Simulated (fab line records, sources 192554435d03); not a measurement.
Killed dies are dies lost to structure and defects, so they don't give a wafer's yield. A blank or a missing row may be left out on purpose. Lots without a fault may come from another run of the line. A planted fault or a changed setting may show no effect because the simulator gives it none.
Chamber matching | flow n5_finfet | N5_BEOL_M1_ETCH_63 on rie_diel-06: 4 sister chambers
The step etches SiARC in CF4, target depth 15.6 nm, time 26 s. 4 wafers are shown with their chamber, then 7 later ones without.

WAFERS WITH THEIR CHAMBER
wafer  | chamber | throttle_valve_pct (%)
L082.6 | 1       | 15.76
L083.2 | 0       | 15.93
L085.1 | 3       | 15.24
L085.5 | 2       | 15.48

WAFERS WITHOUT THEIR CHAMBER
wafer  | throttle_valve_pct (%)
L085.6 | 15.78
L095.3 | 15.27
L095.5 | 15.28
L095.6 | 15.53
L097.1 | 15.27
L097.2 | 15.51
L097.3 | 15.27

WHICH CHAMBER EACH WENT THROUGH
wafer  | from the rows above | in truth
L085.6 | 1                   | 1
L095.3 | 3                   | 3
L095.5 | 3                   | 3
L095.6 | 2                   | 2
L097.1 | 3                   | 3
L097.2 | 2                   | 2
L097.3 | 3                   | 3
Placed correctly: 7 of 7. Can't be placed from these rows: 0. Placed wrongly: 0.
How it was worked out, from the rows above alone: a wafer's distance from a chamber is the root of the sum, over the readings, of the square of ((its reading less the chamber's mean) divided by the reading's scatter). The wafer belongs to the nearest chamber; if the next one is less than 2 further off, it can't be placed. A chamber's mean is the mean of its shown wafers. The scatter: with one shown wafer a chamber, the root of the mean of the squares of how far each hidden wafer lies from its nearest shown one.
